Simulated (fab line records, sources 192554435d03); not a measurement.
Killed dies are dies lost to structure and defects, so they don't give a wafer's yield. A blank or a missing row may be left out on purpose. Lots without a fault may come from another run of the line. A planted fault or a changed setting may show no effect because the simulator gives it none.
Chamber matching | flow n5_finfet | N5_BEOL_M6_ETCH_72 on rie_diel-01: 4 sister chambers
The step etches underlayer in N2/H2, target depth 6.5 nm, time 5.2 s. 4 wafers are shown with their chamber, then 12 later ones without.

WAFERS WITH THEIR CHAMBER
wafer  | chamber | drypump_motor_current_A (A)
L083.3 | 3       | 6.1
L083.6 | 0       | 4.9
L086.2 | 1       | 6.3
L086.6 | 2       | 5.8

WAFERS WITHOUT THEIR CHAMBER
wafer  | drypump_motor_current_A (A)
L087.3 | 5.8
L087.4 | 6.3
L087.5 | 6.1
L090.1 | 6.1
L090.2 | 5.8
L090.6 | 5.8
L097.2 | 4.9
L097.3 | 6.4
L097.6 | 4.9
L096.1 | 4.9
L096.3 | 5.8
L096.5 | 5.8

WHICH CHAMBER EACH WENT THROUGH
wafer  | from the rows above | in truth
L087.3 | 2                   | 2
L087.4 | 1                   | 1
L087.5 | 3                   | 3
L090.1 | 3                   | 3
L090.2 | 2                   | 2
L090.6 | 2                   | 2
L097.2 | 0                   | 0
L097.3 | 1                   | 1
L097.6 | 0                   | 0
L096.1 | 0                   | 0
L096.3 | 2                   | 2
L096.5 | 2                   | 2
Placed correctly: 12 of 12. Can't be placed from these rows: 0. Placed wrongly: 0.
How it was worked out, from the rows above alone: a wafer's distance from a chamber is the root of the sum, over the readings, of the square of ((its reading less the chamber's mean) divided by the reading's scatter). The wafer belongs to the nearest chamber; if the next one is less than 2 further off, it can't be placed. A chamber's mean is the mean of its shown wafers. The scatter: with one shown wafer a chamber, the root of the mean of the squares of how far each hidden wafer lies from its nearest shown one.
